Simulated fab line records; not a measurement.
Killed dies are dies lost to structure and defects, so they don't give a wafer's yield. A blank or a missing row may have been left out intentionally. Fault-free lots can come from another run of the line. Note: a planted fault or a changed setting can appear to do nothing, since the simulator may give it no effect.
Chamber matching + flow nandHarc + cmp-01 running NHARC_A_CONTACT_CMP_20: 4 sister chambers
The step polishes, t overpolish 30 s, target thk 300 nm. 4 wafers are shown with their chamber, then 8 later ones without.

WAFERS PAIRED WITH THEIR CHAMBERS
| wafer  | chamber | motorCurrentA (A) |
|--------|---------|-------------------|
| L088.1 | 0       | 12.1              |
| L088.3 | 3       | 11.9              |
| L088.4 | 1       | 13.7              |
| L088.2 | 2       | 12.6              |

WAFERS WHOSE CHAMBER IS MISSING
| wafer  | motorCurrentA (A) |
|--------|-------------------|
| L088.5 | 12.8              |
| L088.6 | 11.7              |
| L090.1 | 14.0              |
| L090.3 | 11.8              |
| L090.5 | 13.8              |
| L096.1 | 12.2              |
| L096.3 | 13.9              |
| L096.6 | 12.3              |

THE CHAMBER EACH PASSED THROUGH
| wafer  | from the rows above          | in truth                   |
|--------|------------------------------|----------------------------|
| L088.5 | 2                            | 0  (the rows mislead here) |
| L088.6 | can't be placed: 3 or 0      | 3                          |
| L090.1 | 1                            | 1                          |
| L090.3 | can't be placed: 3 or 0      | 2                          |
| L090.5 | 1                            | 1                          |
| L096.1 | can't be placed: 0 or 3 or 2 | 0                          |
| L096.3 | 1                            | 1                          |
| L096.6 | can't be placed: 0 or 2 or 3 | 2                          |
Correctly placed: 3 of 8. Unplaceable from these rows: 4, with the true chamber sitting among the candidates in 3. Number placed wrongly: 1.
How it was worked out, from the rows above alone: a wafer's distance from a chamber is the root of the sum, over the readings, of the square of ((its reading less the chamber's mean) divided by the reading's scatter). The wafer belongs to the nearest chamber; if the next one is less than 2 further off, it can't be placed. For every chamber, the mean is computed from those of its wafers that are shown. The scatter: root of mean squared gap, hidden wafer to nearest shown wafer, with one shown wafer a chamber.
